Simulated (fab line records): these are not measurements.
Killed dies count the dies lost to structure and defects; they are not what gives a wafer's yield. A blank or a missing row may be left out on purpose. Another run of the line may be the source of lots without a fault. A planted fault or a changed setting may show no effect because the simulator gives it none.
fab line records	flow n5_finfet	part 1 of 2: steps 1 to 25 of 35
[record] lots = 5	wafers = 15	last_day = 14
route steps=1938 shown BEOL_M0@725 BEOL_M1@751
lots with no fault: from the same line, run without faults
start_h: hours from the record's opening day to when the first of the lot's shown wafers began	wait_h: hours from the lot's prior step to this one	" as in the row above	L1.1+2: a row that stands for several wafers	- value missing, or start not given	* or withheld: withheld	< > ~ a bound
route shown NAME@n: a module of which the file shows steps, and the number in the route of the first	usual: mean and standard deviation over wafers with no fault	same: alike in all rows	chamber/n: place in a boat	sites: each site's reading	_std_site: standard deviation of those values	_edge_site: outer sites' mean less inner sites'	radius_mm: how far each site lies from the wafer's centre	mask NAME#n: copy n	behind: the last tool/chamber to shape the wafer	hold: why the lot was held/for how many hours/how that ended	device: the n, p or np transistor that did not switch	end of line: the same wafers' tests at the end of the route	a step given without rows: its recipe and nothing more	killed: dies lost to structure and defects at the first sort, not the wafer's yield	map: dies across one wafer; x = killed, . = not, _ = none there
set.NAME: the setting that was run; set.NAME@STEP: the one run at that earlier step	model.NAME: the simulator's own value behind a step, which no gauge read
lots seen at some steps along the route; tables by step, rows by wafer
services: from which hour (start_h, from the record's first day; less than 0 if before it) a tool's chamber was out of use, for how many hours, and why
[[steps]]
[step N5_BEOL_M0_SRD_130]
[recipe] time_s = 30	temp_c = 23	rinse_liquid = diw	dry = ipa_marangoni
[usual] temp_c = 23.00/0.1
lot.wafer	tool	chamber	start_h	wait_h	temp_c
L078.2	wet_bench-01	1	137.47	0.0	22.90
L078.4	"	4	"	"	22.98
L078.6	"	7	"	"	23.16
L080.1	wet_bench-03	0	150.69	0.0	22.87
L080.3	"	4	"	"	22.77
L080.6	"	5	"	"	22.96
L082.2	wet_bench-01	7	160.24	0.0	22.93
L082.3	"	4	"	"	23.14
L082.5	"	1	"	"	23.17
L084.4	wet_bench-03	1	182.00	0.0	23.15
L084.5	"	2	"	"	23.18
L084.6	"	7	"	"	22.94
L087.3	wet_bench-03	2	194.10	0.0	22.96
L087.4	"	1	"	"	22.91
L087.6	"	7	"	"	23.00
[step N5_BEOL_M0_ETCH_109]
[recipe] chemistry = CH3F/O2	target_depth_a = 80	overetch_a = 24	target = SiCN	time_s = 27.4	ion_energy_ev = 120	pressure_mtorr = 30	source_w = 395	bias_w = 75	Ar_flow_sccm = 150	CH3F_flow_sccm = 30	O2_flow_sccm = 20
[usual] CH3F_flow_sccm = 30.01/0.092	drypump_motor_current_A = 5.7/0.48	oes_product_au = 0.70/0.071	rf_vpp_V = 297.4/1.6	showerhead_plenum_p_Torr = 2.01/0.077	throttle_valve_pct = 16.33/0.24
lot.wafer	tool	chamber	start_h	wait_h	CH3F_flow_sccm	drypump_motor_current_A	oes_product_au	rf_hours_counter_h	rf_vpp_V	showerhead_plenum_p_Torr	throttle_valve_pct
L078.2	rie_diel-01	3	137.51	0.0	29.99	5.4	0.79	22	296.2	1.96	16.07
L078.4	"	2	"	"	29.93	6.2	0.60	246	297.8	2.06	16.60
L078.6	"	1	"	"	30.10	5.0	0.64	-	294.3	1.92	16.75
L080.1	rie_diel-01	0	150.73	0.0	30.05	4.7	0.62	191	296.9	1.97	16.16
L080.3	"	1	"	"	29.96	5.0	0.63	166	295.2	1.92	16.77
L080.6	"	3	"	"	30.03	5.3	0.77	-	295.2	1.96	16.09
L082.2	rie_diel-02	2	160.29	0.0	30.10	5.8	0.79	14	297.3	2.06	16.15
L082.3	"	2	"	"	29.95	5.8	0.78	-	298.2	2.05	16.15
L082.5	"	0	"	"	30.08	5.5	0.77	-	298.8	2.15	16.25
L084.4	rie_diel-02	0	182.49	0.5	30.19	5.5	0.76	39	300.8	2.14	16.26
L084.5	"	0	"	"	30.06	5.5	0.77	-	300.2	2.15	16.26
L084.6	"	1	"	"	30.01	6.3	0.67	-	296.8	1.94	16.24
L087.3	rie_diel-02	3	194.15	0.0	29.96	6.1	0.82	8	296.4	1.96	16.19
L087.4	"	2	"	"	29.91	5.7	0.77	27	297.9	2.05	16.19
L087.6	"	0	"	"	30.01	5.5	0.76	-	300.3	2.14	16.25
[step N5_BEOL_M0_STRIP_139]
[recipe] chemistry = post_etch_residue_remover	time_s = 60	temp_c = 25	remover_ph = withheld	remover_water_wt_pct = withheld	remover_fluoride_wt_pct = withheld
[usual] temp_c = 25.00/0.11
lot.wafer	tool	chamber	start_h	wait_h	temp_c
L078.2	wet_bench-03	4	137.62	0.1	24.61
L078.4	"	6	"	"	25.10
L078.6	"	3	"	"	25.06
L080.1	wet_bench-05	2	150.84	0.1	25.15
L080.3	"	3	"	"	25.03
L080.6	"	5	"	"	24.81
L082.2	wet_bench-05	5	160.44	0.1	25.03
L082.3	"	6	"	"	24.84
L082.5	"	2	"	"	25.00
L084.4	wet_bench-01	5	182.60	0.1	25.01
L084.5	"	2	"	"	25.06
L084.6	"	6	"	"	25.09
L087.3	wet_bench-03	1	194.25	0.1	25.12
L087.4	"	0	"	"	25.02
L087.6	"	6	"	"	25.08
[step N5_BEOL_M0_SRD_111]
[recipe] time_s = 30	temp_c = 23	rinse_liquid = diw	dry = ipa_marangoni
[usual] temp_c = 22.99/0.11
lot.wafer	tool	chamber	start_h	wait_h	temp_c
L078.2	wet_bench-03	4	137.63	0.0	22.92
L078.4	"	6	"	"	23.01
L078.6	"	3	"	"	22.89
L080.1	wet_bench-05	2	150.86	0.0	23.00
L080.3	"	3	"	"	23.04
L080.6	"	5	"	"	23.03
L082.2	wet_bench-05	5	160.46	0.0	23.19
L082.3	"	6	"	"	23.09
L082.5	"	2	"	"	22.92
L084.4	wet_bench-01	5	182.62	0.0	22.84
L084.5	"	2	"	"	22.87
L084.6	"	6	"	"	22.94
L087.3	wet_bench-03	1	194.27	0.0	22.89
L087.4	"	0	"	"	22.90
L087.6	"	6	"	"	23.00
[step N5_BEOL_M0_DEGAS_112]
[recipe] ambient = vacuum	temp_c = 250	time_s = 60
[usual] heater_power_w = 320/32
lot.wafer	tool	chamber	start_h	wait_h	heater_power_w
L078.2	pvd_sputter-03	-	137.89	0.2	340
L078.4	"	-	"	"	301
L078.6	"	-	"	"	305
L080.1	pvd_sputter-03	-	152.43	1.5	328
L080.3	"	-	"	"	319
L080.6	"	-	"	"	345
L082.2	pvd_sputter-02	-	163.45	3.0	387
L082.3	"	-	"	"	293
L082.5	"	-	"	"	277
L084.4	pvd_sputter-03	-	182.67	0.0	318
L084.5	"	-	"	"	345
L084.6	"	-	"	"	299
L087.3	pvd_sputter-02	-	194.65	0.4	288
L087.4	"	-	"	"	392
L087.6	"	-	"	"	374
[step N5_BEOL_M0_PRE_CLEAN_113]
[recipe] gas = H2/He	time_s = 30	temp_c = 250
[usual] heater_power_w = 320/32
lot.wafer	tool	chamber	start_h	wait_h	heater_power_w
L078.2	pvd_sputter-03	-	137.93	0.0	342
L078.4	"	-	"	"	300
L078.6	"	-	"	"	303
L080.1	pvd_sputter-03	-	152.47	0.0	325
L080.3	"	-	"	"	316
L080.6	"	-	"	"	354
L082.2	pvd_sputter-02	-	163.49	0.0	388
L082.3	"	-	"	"	295
L082.5	"	-	"	"	283
L084.4	pvd_sputter-03	-	182.71	0.0	317
L084.5	"	-	"	"	344
L084.6	"	-	"	"	309
L087.3	pvd_sputter-02	-	194.69	0.0	286
L087.4	"	-	"	"	387
L087.6	"	-	"	"	392
[step N5_BEOL_M0_ALD_136]
[recipe] material = TaN	target_thk_a = *	temp_c = 275	ald_precursor_family = PDMAT	ald_co_reactant = NH3	pressure_torr = 3	carrier_flow_sccm = 1500	pulse_time_s = 2	purge_time_s = 3	co_reactant_purge_time_s = 2	co_reactant_pulse_time_s = 3	ald_cycles = 30	precursor_vessel_temp_c = 75	precursor_vessel_pressure_torr = 26.25	precursor_vessel_carrier_sccm = 1000
[usual] heater_power_w = 402/31
[same] ald_cycles = 30	purge_time_s = 3
lot.wafer	tool	chamber	start_h	wait_h	heater_power_w
L078.2	ald_metal-03	3	137.99	0.0	434
L078.4	"	2	"	"	405
L078.6	"	3	"	"	431
L080.1	ald_metal-04	0	152.53	0.0	380
L080.3	"	1	"	"	390
L080.6	"	2	"	"	428
L082.2	ald_metal-01	0	163.56	0.0	404
L082.3	"	3	"	"	397
L082.5	"	0	"	"	391
L084.4	ald_metal-01	1	182.87	0.1	324
L084.5	"	2	"	"	408
L084.6	"	3	"	"	399
L087.3	ald_metal-03	1	194.75	0.0	433
L087.4	"	3	"	"	432
L087.6	"	1	"	"	447
[step N5_BEOL_M0_SURFACE_TREAT_137]
[recipe] gas = Ar	time_s = *	ion_energy_ev = *	ion_current_ma_cm2 = 0.5	pressure_mtorr = *	ar_flow_sccm = 30
[usual] throttle_valve_pct = *
lot.wafer	tool	chamber	start_h	wait_h	throttle_valve_pct
L078.2	pvd_sputter-01	-	138.26	0.2	*
L078.4	"	-	"	"	*
L078.6	"	-	"	"	*
L080.1	pvd_sputter-01	-	152.75	0.1	*
L080.3	"	-	"	"	*
L080.6	"	-	"	"	*
L082.2	pvd_sputter-03	-	163.88	0.2	*
L082.3	"	-	"	"	*
L082.5	"	-	"	"	*
L084.4	pvd_sputter-03	-	182.99	0.0	*
L084.5	"	-	"	"	*
L084.6	"	-	"	"	*
L087.3	pvd_sputter-02	-	195.01	0.2	*
L087.4	"	-	"	"	*
L087.6	"	-	"	"	*
[step N5_BEOL_M0_CVD_115]
[recipe] material = Co	target_thk_a = *	temp_c = withheld	precursor = CCTBA/H2	pressure_torr = 30	time_s = 120
lot.wafer	tool	chamber	start_h	wait_h
L078.2+4+6	cvd_co-02	0,1,2	138.32	0.0
L080.1+3+6	cvd_co-02	0,2,0	152.82	0.0
L082.2+3+5	cvd_co-02	0,1,1	164.17	0.3
L084.4+5+6	cvd_co-01	2,1,0	183.11	0.1
L087.3+4+6	cvd_co-01	0,1,2	195.07	0.0
[step N5_BEOL_M0_SPUTTER_116]
[recipe] material = Cu	target_thk_a = 40	temp_c = -20	chamber_pressure_pa = 0.07	power_w = withheld	time_s = 7.37
[usual] throttle_valve_pct = 30.1/0.71
lot.wafer	tool	chamber	start_h	wait_h	throttle_valve_pct
L078.2	pvd_sputter-03	-	138.42	0.1	29.7
L078.4	"	-	"	"	29.4
L078.6	"	-	"	"	29.8
L080.1	pvd_sputter-03	-	152.92	0.1	30.5
L080.3	"	-	"	"	29.0
L080.6	"	-	"	"	29.6
L082.2	pvd_sputter-03	-	164.34	0.1	30.5
L082.3	"	-	"	"	29.2
L082.5	"	-	"	"	29.7
L084.4	pvd_sputter-03	-	183.22	0.1	30.5
L084.5	"	-	"	"	29.7
L084.6	"	-	"	"	29.1
L087.3	pvd_sputter-03	-	195.23	0.1	29.3
L087.4	"	-	"	"	31.5
L087.6	"	-	"	"	30.2
[step N5_BEOL_M0_ANNEAL_117]
[recipe] temp_c = 400	time_s = 60	ambient = vacuum
[usual] heater_power_w = 791/82
lot.wafer	tool	chamber	start_h	wait_h	heater_power_w
L078.2	pvd_sputter-03	-	138.50	0.0	789
L078.4	"	-	"	"	863
L078.6	"	-	"	"	815
L080.1	pvd_sputter-03	-	153.00	0.0	757
L080.3	"	-	"	"	842
L080.6	"	-	"	"	816
L082.2	pvd_sputter-03	-	164.42	0.0	780
L082.3	"	-	"	"	861
L082.5	"	-	"	"	862
L084.4	pvd_sputter-03	-	183.30	0.0	769
L084.5	"	-	"	"	826
L084.6	"	-	"	"	854
L087.3	pvd_sputter-03	-	195.31	0.0	863
L087.4	"	-	"	"	793
L087.6	"	-	"	"	763
[step N5_BEOL_M0_SPUTTER_132]
[recipe] material = Cu	target_thk_a = 40	temp_c = -20	chamber_pressure_pa = 0.07	power_w = withheld	time_s = 7.37
[usual] throttle_valve_pct = 30.1/0.67
lot.wafer	tool	chamber	start_h	wait_h	throttle_valve_pct
L078.2	pvd_sputter-03	-	138.54	0.0	29.8
L078.4	"	-	"	"	29.3
L078.6	"	-	"	"	29.6
L080.1	pvd_sputter-03	-	153.04	0.0	30.4
L080.3	"	-	"	"	29.3
L080.6	"	-	"	"	29.7
L082.2	pvd_sputter-03	-	164.46	0.0	30.5
L082.3	"	-	"	"	29.3
L082.5	"	-	"	"	29.6
L084.4	pvd_sputter-03	-	183.34	0.0	30.2
L084.5	"	-	"	"	29.6
L084.6	"	-	"	"	29.2
L087.3	pvd_sputter-03	-	195.35	0.0	29.4
L087.4	"	-	"	"	30.9
L087.6	"	-	"	"	30.5
[step N5_BEOL_M0_ANNEAL_133]
[recipe] temp_c = 400	time_s = 60	ambient = vacuum
[usual] heater_power_w = 792/82
lot.wafer	tool	chamber	start_h	wait_h	heater_power_w
L078.2	pvd_sputter-03	-	138.62	0.0	819
L078.4	"	-	"	"	850
L078.6	"	-	"	"	824
L080.1	pvd_sputter-03	-	153.12	0.0	753
L080.3	"	-	"	"	880
L080.6	"	-	"	"	802
L082.2	pvd_sputter-03	-	164.54	0.0	751
L082.3	"	-	"	"	847
L082.5	"	-	"	"	869
L084.4	pvd_sputter-03	-	183.42	0.0	768
L084.5	"	-	"	"	808
L084.6	"	-	"	"	865
L087.3	pvd_sputter-03	-	195.43	0.0	873
L087.4	"	-	"	"	801
L087.6	"	-	"	"	744
[step N5_BEOL_M0_SPUTTER_134]
[recipe] material = Cu	target_thk_a = 40	temp_c = -20	chamber_pressure_pa = 0.07	power_w = withheld	time_s = 7.37
[usual] throttle_valve_pct = 30.1/0.69
lot.wafer	tool	chamber	start_h	wait_h	throttle_valve_pct
L078.2	pvd_sputter-03	-	138.66	0.0	29.9
L078.4	"	-	"	"	29.1
L078.6	"	-	"	"	29.8
L080.1	pvd_sputter-03	-	153.16	0.0	30.3
L080.3	"	-	"	"	29.3
L080.6	"	-	"	"	29.6
L082.2	pvd_sputter-03	-	164.58	0.0	30.3
L082.3	"	-	"	"	29.4
L082.5	"	-	"	"	29.3
L084.4	pvd_sputter-03	-	183.46	0.0	30.3
L084.5	"	-	"	"	29.4
L084.6	"	-	"	"	29.1
L087.3	pvd_sputter-03	-	195.47	0.0	29.0
L087.4	"	-	"	"	31.0
L087.6	"	-	"	"	30.4
[step N5_BEOL_M0_ANNEAL_135]
[recipe] temp_c = 400	time_s = 60	ambient = vacuum
[usual] heater_power_w = 791/81
lot.wafer	tool	chamber	start_h	wait_h	heater_power_w
L078.2	pvd_sputter-03	-	138.74	0.0	827
L078.4	"	-	"	"	876
L078.6	"	-	"	"	814
L080.1	pvd_sputter-03	-	153.24	0.0	754
L080.3	"	-	"	"	866
L080.6	"	-	"	"	823
L082.2	pvd_sputter-03	-	164.66	0.0	758
L082.3	"	-	"	"	877
L082.5	"	-	"	"	848
L084.4	pvd_sputter-03	-	183.54	0.0	769
L084.5	"	-	"	"	810
L084.6	"	-	"	"	850
L087.3	pvd_sputter-03	-	195.55	0.0	841
L087.4	"	-	"	"	795
L087.6	"	-	"	"	746
[step N5_BEOL_M0_SPUTTER_141]
[recipe] material = Cu	target_thk_a = 40	temp_c = -20	chamber_pressure_pa = 0.07	power_w = withheld	time_s = 7.37
[usual] throttle_valve_pct = 30.1/0.7
lot.wafer	tool	chamber	start_h	wait_h	throttle_valve_pct
L078.2	pvd_sputter-03	-	138.78	0.0	29.6
L078.4	"	-	"	"	29.2
L078.6	"	-	"	"	29.7
L080.1	pvd_sputter-03	-	153.28	0.0	30.6
L080.3	"	-	"	"	29.2
L080.6	"	-	"	"	29.7
L082.2	pvd_sputter-03	-	164.70	0.0	30.3
L082.3	"	-	"	"	28.9
L082.5	"	-	"	"	29.3
L084.4	pvd_sputter-03	-	183.58	0.0	30.5
L084.5	"	-	"	"	29.7
L084.6	"	-	"	"	29.4
L087.3	pvd_sputter-03	-	195.59	0.0	29.1
L087.4	"	-	"	"	31.0
L087.6	"	-	"	"	30.4
[step N5_BEOL_M0_ECD_118]
[recipe] material = Cu	target_thk_a = 3000
lot.wafer	tool	chamber	start_h	wait_h
L078.2+4+6	ecd_cu-01	0,1,0	138.90	0.1
L080.1+3+6	ecd_cu-02	1	153.39	0.1
L082.2+3+5	ecd_cu-01	1,0,1	164.82	0.1
L084.4+5+6	ecd_cu-01	1,1,0	183.72	0.1
L087.3+4+6	ecd_cu-02	1,0,0	195.72	0.1
[step N5_BEOL_M0_ANNEAL_119]
[recipe] temp_c = 225	time_s = 90	ambient = N2
[usual] wafer_temp_C_max = 226.16/0.28
lot.wafer	tool	chamber	start_h	wait_h	wafer_temp_C_max
L078.2	rtp_anneal-02	0	139.02	0.1	225.96
L078.4	"	0	"	"	225.99
L078.6	"	0	"	"	226.19
L080.1	rtp_anneal-02	0	153.47	0.1	226.89
L080.3	"	0	"	"	226.89
L080.6	"	0	"	"	225.99
L082.2	rtp_anneal-02	0	164.96	0.1	225.98
L082.3	"	0	"	"	225.96
L082.5	"	0	"	"	226.22
L084.4	rtp_anneal-01	0	183.91	0.2	226.34
L084.5	"	0	"	"	226.16
L084.6	"	0	"	"	225.99
L087.3	rtp_anneal-02	0	195.87	0.1	226.11
L087.4	"	0	"	"	226.16
L087.6	"	0	"	"	226.28
[step N5_BEOL_M0_CMP_120]
[recipe] stop_on = SiOC	t_overpolish_s = 6.9	down_force_psi = 1	platen_rpm = 50	clearing_platen_down_force_psi = 1.5	clearing_platen_rpm = 50	post_cmp_clean = cu_alkaline	clearing_platen_pad_velocity_m_s = 0.99484	pad_velocity_m_s = 0.99484
[usual] barrier_field_endpoint_s = 3.61/0.16	motor_current_A = 6.1/0.68	overpolish_run_s = 6.900/0.0081	pad_life_wafers = 1342/380	time_to_endpoint_s = 63/3.5
[same] t_overpolish_s = 6.9
lot.wafer	tool	chamber	start_h	wait_h	barrier_field_endpoint_s	motor_current_A	overpolish_run_s	pad_life_wafers	time_to_endpoint_s
L078.2	cmp-04	0	139.35	0.3	3.42	5.8	6.900	1616	56
L078.4	"	1	"	"	3.58	5.9	6.902	1617	61
L078.6	"	3	"	"	3.38	5.5	6.905	-	58
L080.3	cmp-04	1	153.77	0.2	3.58	6.0	6.900	1722	64
L080.1	"	3	"	"	3.63	5.4	6.890	1724	63
L080.6	"	1	"	"	3.75	5.7	6.889	-	67
L082.2	cmp-01	3	165.25	0.2	3.87	7.6	6.919	763	65
L082.3	"	1	"	"	3.93	6.3	6.899	765	66
L082.5	"	2	"	"	4.17	5.2	6.896	-	71
L084.4	cmp-04	0	184.16	0.2	3.62	5.4	6.884	1958	63
L084.5	"	2	"	"	3.67	5.7	6.906	-	60
L084.6	"	3	"	"	3.69	5.6	6.904	-	63
L087.4	cmp-01	3	196.16	0.2	3.58	7.5	6.909	1016	58
L087.3	"	0	"	"	3.71	5.6	6.895	1017	63
L087.6	"	2	"	"	3.65	5.2	6.911	-	65
[step N5_BEOL_M0_PRE_CLEAN_131]
[recipe] gas = NH3/H2	time_s = 15	temp_c = *	rf_power_w = 300
[usual] heater_power_w = 76/15
lot.wafer	tool	chamber	start_h	wait_h	heater_power_w
L078.2	cvd_co-02	1	139.61	0.0	82
L078.4	"	1	"	"	83
L078.6	"	2	"	"	87
L080.1	cvd_co-01	2	154.10	0.0	87
L080.3	"	0	"	"	81
L080.6	"	1	"	"	70
L082.2	cvd_co-01	1	165.54	0.0	66
L082.3	"	0	"	"	80
L082.5	"	2	"	"	87
L084.4	cvd_co-02	0	184.44	0.1	47
L084.5	"	1	"	"	84
L084.6	"	2	"	"	88
L087.3	cvd_co-01	1	196.41	0.0	66
L087.4	"	0	"	"	82
L087.6	"	1	"	"	67
[step N5_BEOL_M0_CO_CAP_123]
[recipe] material = Co	target_thk_a = 20	temp_c = 200	precursor = CCTBA/H2	pressure_torr = 30	time_s = 102.1
[usual] heater_power_w = 224/19
lot.wafer	tool	chamber	start_h	wait_h	heater_power_w
L078.2	cvd_co-02	1	139.65	0.0	230
L078.4	"	1	"	"	234
L078.6	"	2	"	"	237
L080.1	cvd_co-01	2	154.14	0.0	241
L080.3	"	0	"	"	231
L080.6	"	1	"	"	217
L082.2	cvd_co-01	1	165.58	0.0	215
L082.3	"	0	"	"	231
L082.5	"	2	"	"	237
L084.4	cvd_co-02	0	184.49	0.0	192
L084.5	"	1	"	"	221
L084.6	"	2	"	"	234
L087.3	cvd_co-01	1	196.45	0.0	214
L087.4	"	0	"	"	235
L087.6	"	1	"	"	214
[step N5_BEOL_M0_PRE_CLEAN_124]
[recipe] gas = NH3	time_s = 15	temp_c = withheld	rf_power_w = 300
lot.wafer	tool	chamber	start_h	wait_h
L078.2+4+6	pecvd-03	1,0,1	139.74	0.1
L080.1+3+6	pecvd-01	1,2,2	154.23	0.1
L082.2+3+5	pecvd-01	2,1,1	165.68	0.1
L084.4+5+6	pecvd-03	2,1,0	184.56	0.0
L087.3+4+6	pecvd-02	2,1,0	196.54	0.1
[step N5_BEOL_M0_DEP_125]
[recipe] material = SiCN	target_thk_a = 80	temp_c = withheld	precursor = 3MS/NH3	pressure_torr = 3	rf_w = 202	time_s = 14
[usual] showerhead_plenum_p_Torr = 3.663/0.0096	throttle_valve_pct = 9.2/0.58
lot.wafer	tool	chamber	start_h	wait_h	showerhead_plenum_p_Torr	throttle_valve_pct
L078.2	pecvd-03	1	139.76	0.0	3.670	9.6
L078.4	"	0	"	"	3.685	9.8
L078.6	"	1	"	"	3.671	9.2
L080.1	pecvd-01	1	154.26	0.0	3.659	9.7
L080.3	"	2	"	"	3.652	8.0
L080.6	"	2	"	"	3.656	8.4
L082.2	pecvd-01	2	165.70	0.0	3.655	8.3
L082.3	"	1	"	"	3.662	10.0
L082.5	"	1	"	"	3.651	9.7
L084.4	pecvd-03	2	184.59	0.0	3.678	8.7
L084.5	"	1	"	"	3.669	9.8
L084.6	"	0	"	"	3.690	9.7
L087.3	pecvd-02	2	196.57	0.0	3.656	8.7
L087.4	"	1	"	"	3.669	9.3
L087.6	"	0	"	"	3.662	9.3
[step N5_BEOL_M0_RS_MEAS_126]
[recipe] thk_meas_gauge = four-point-probe	reads = Co_of_BEOL_M0_CO_CAP_123+Cu_of_BEOL_M0_ECD_118+Co_of_BEOL_M0_CVD_115+TaN_of_BEOL_M0_ALD_136
[usual] M0_RS = 0.529/0.017
lot.wafer	tool	chamber	start_h	wait_h	M0_RS[ohm/sq]
L078.2	film_metro-02	-	139.83	0.1	0.551
L078.4	"	-	"	"	0.509
L078.6	"	-	"	"	0.541
L080.1	film_metro-01	-	154.32	0.0	0.536
L080.3	"	-	"	"	0.519
L080.6	"	-	"	"	0.504
L082.2	film_metro-02	-	165.77	0.1	0.525
L082.3	"	-	"	"	0.519
L082.5	"	-	"	"	0.498
L084.4	film_metro-01	-	184.64	0.0	0.512
L084.5	"	-	"	"	0.516
L084.6	"	-	"	"	0.527
L087.3	film_metro-01	-	196.64	0.1	0.542
L087.4	"	-	"	"	0.561
L087.6	"	-	"	"	0.510
[step N5_BEOL_M0_INSPECT_127]
[recipe] inspect_instrument = darkfield	mode = post_dep
[usual] raw_defect_count = 68/20
lot.wafer	tool	chamber	start_h	wait_h	raw_defect_count
L078.2	defect_inspect-02	-	139.86	0.0	49
L078.4	"	-	"	"	66
L078.6	"	-	"	"	74
L080.1	defect_inspect-02	-	154.35	0.0	55
L080.3	"	-	"	"	75
L080.6	"	-	"	"	55
L082.2	defect_inspect-01	-	165.79	0.0	83
L082.3	"	-	"	"	68
L082.5	"	-	"	"	79
L084.4	defect_inspect-02	-	184.67	0.0	53
L084.5	"	-	"	"	69
L084.6	"	-	"	"	86
L087.3	defect_inspect-02	-	196.66	0.0	76
L087.4	"	-	"	"	83
L087.6	"	-	"	"	90
